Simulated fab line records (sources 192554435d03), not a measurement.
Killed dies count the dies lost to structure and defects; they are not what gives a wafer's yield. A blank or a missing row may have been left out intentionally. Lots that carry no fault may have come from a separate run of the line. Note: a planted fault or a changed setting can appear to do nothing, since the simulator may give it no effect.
Chamber matching :: flow n5Finfet :: rieDiel-01 running N5_FIN_CUT_CUT_ETCH_27: 4 sister chambers
The step etches SiO2 in CHF3/O2, target depth 4 nm, overetch 2 nm, time 4.9 s. 22 wafers are shown with their chamber, then 11 later ones without.

== WAFERS PAIRED WITH THEIR CHAMBERS ==
wafer: L075.2
chamber: 1
showerheadPlenumPTorr (Torr): 2.50
throttleValvePct (%): 19.24
rfVppV (V): 519

wafer: L075.5
chamber: 3
showerheadPlenumPTorr (Torr): 2.43
throttleValvePct (%): 19.08
rfVppV (V): 518

wafer: L075.6
chamber: 2
showerheadPlenumPTorr (Torr): 2.52
throttleValvePct (%): 18.89
rfVppV (V): 533

wafer: L076.1
chamber: 2
showerheadPlenumPTorr (Torr): 2.52
throttleValvePct (%): 18.88
rfVppV (V): 534

wafer: L076.4
chamber: 3
showerheadPlenumPTorr (Torr): 2.43
throttleValvePct (%): 19.06
rfVppV (V): 519

wafer: L076.6
chamber: 2
showerheadPlenumPTorr (Torr): 2.51
throttleValvePct (%): 18.90
rfVppV (V): 534

wafer: L078.3
chamber: 3
showerheadPlenumPTorr (Torr): 2.43
throttleValvePct (%): 19.07
rfVppV (V): 519

wafer: L078.4
chamber: 2
showerheadPlenumPTorr (Torr): 2.51
throttleValvePct (%): 18.91
rfVppV (V): 534

wafer: L078.6
chamber: 3
showerheadPlenumPTorr (Torr): 2.43
throttleValvePct (%): 19.08
rfVppV (V): 520

wafer: L083.1
chamber: 0
showerheadPlenumPTorr (Torr): 2.40
throttleValvePct (%): 19.08
rfVppV (V): 510

wafer: L083.3
chamber: 2
showerheadPlenumPTorr (Torr): 2.51
throttleValvePct (%): 18.90
rfVppV (V): 533

wafer: L083.6
chamber: 2
showerheadPlenumPTorr (Torr): 2.51
throttleValvePct (%): 18.91
rfVppV (V): 532

wafer: L084.1
chamber: 0
showerheadPlenumPTorr (Torr): 2.40
throttleValvePct (%): 19.08
rfVppV (V): 510

wafer: L084.2
chamber: 3
showerheadPlenumPTorr (Torr): 2.43
throttleValvePct (%): 19.09
rfVppV (V): 518

wafer: L084.5
chamber: 1
showerheadPlenumPTorr (Torr): 2.49
throttleValvePct (%): 19.26
rfVppV (V): 517

wafer: L087.1
chamber: 0
showerheadPlenumPTorr (Torr): 2.40
throttleValvePct (%): 19.09
rfVppV (V): 509

wafer: L087.2
chamber: 2
showerheadPlenumPTorr (Torr): 2.51
throttleValvePct (%): 18.92
rfVppV (V): 532

wafer: L087.3
chamber: 1
showerheadPlenumPTorr (Torr): 2.49
throttleValvePct (%): 19.27
rfVppV (V): 518

wafer: L088.1
chamber: 3
showerheadPlenumPTorr (Torr): 2.42
throttleValvePct (%): 19.12
rfVppV (V): 520

wafer: L088.2
chamber: 0
showerheadPlenumPTorr (Torr): 2.40
throttleValvePct (%): 19.09
rfVppV (V): 511

wafer: L088.3
chamber: 1
showerheadPlenumPTorr (Torr): 2.49
throttleValvePct (%): 19.27
rfVppV (V): 517

wafer: L090.2
chamber: 1
showerheadPlenumPTorr (Torr): 2.48
throttleValvePct (%): 19.28
rfVppV (V): 516

SIGNATURES (means of the wafers above)
reading: showerheadPlenumPTorr
chamber 0: 2.4000
chamber 1: 2.4900
chamber 2: 2.5129
chamber 3: 2.4283
scatter within a chamber: 0.00487

reading: throttleValvePct
chamber 0: 19.0850
chamber 1: 19.2640
chamber 2: 18.9014
chamber 3: 19.0833
scatter within a chamber: 0.0153

reading: rfVppV
chamber 0: 510.00
chamber 1: 517.40
chamber 2: 533.14
chamber 3: 519.00
scatter within a chamber: 0.944
Rule: for each reading, subtract the chamber's mean from the wafer's reading, divide by that reading's scatter and square the result; add these up over the readings and take the root, which gives the wafer's distance from the chamber. If the next closest chamber is less than 2 further off than the closest, the wafer can't be placed; otherwise it belongs to the closest. How the scatter is found: for the shown wafers, subtract from each reading the mean of its chamber, square and add these, divide the total by (wafers less chambers), then take the root.

== WAFERS WITHOUT THEIR CHAMBER ==
wafer: L090.3
showerheadPlenumPTorr (Torr): 2.42
throttleValvePct (%): 19.12
rfVppV (V): 520

wafer: L090.5
showerheadPlenumPTorr (Torr): 2.48
throttleValvePct (%): 19.29
rfVppV (V): 518

wafer: L091.3
showerheadPlenumPTorr (Torr): 2.40
throttleValvePct (%): 19.09
rfVppV (V): 509

wafer: L091.4
showerheadPlenumPTorr (Torr): 2.42
throttleValvePct (%): 19.13
rfVppV (V): 520

wafer: L091.6
showerheadPlenumPTorr (Torr): 2.48
throttleValvePct (%): 19.27
rfVppV (V): 518

wafer: L095.3
showerheadPlenumPTorr (Torr): 2.48
throttleValvePct (%): 19.30
rfVppV (V): 519

wafer: L095.5
showerheadPlenumPTorr (Torr): 2.50
throttleValvePct (%): 18.96
rfVppV (V): 533

wafer: L095.6
showerheadPlenumPTorr (Torr): 2.48
throttleValvePct (%): 19.32
rfVppV (V): 517

wafer: L097.2
showerheadPlenumPTorr (Torr): 2.42
throttleValvePct (%): 19.15
rfVppV (V): 518

wafer: L097.4
showerheadPlenumPTorr (Torr): 2.39
throttleValvePct (%): 19.11
rfVppV (V): 510

wafer: L097.5
showerheadPlenumPTorr (Torr): 2.42
throttleValvePct (%): 19.13
rfVppV (V): 518

== WHICH CHAMBER EACH ONE RAN IN ==
wafer: L090.3
from the rows above: 3
in truth: 3

wafer: L090.5
from the rows above: 1
in truth: 1

wafer: L091.3
from the rows above: 0
in truth: 0

wafer: L091.4
from the rows above: 3
in truth: 3

wafer: L091.6
from the rows above: 1
in truth: 1

wafer: L095.3
from the rows above: 1
in truth: 1

wafer: L095.5
from the rows above: 2
in truth: 2

wafer: L095.6
from the rows above: 1
in truth: 1

wafer: L097.2
from the rows above: 3
in truth: 3

wafer: L097.4
from the rows above: 0
in truth: 0

wafer: L097.5
from the rows above: 3
in truth: 3
Correctly placed: 11 of 11. Can't be placed from these rows: 0. 0 placed wrongly.
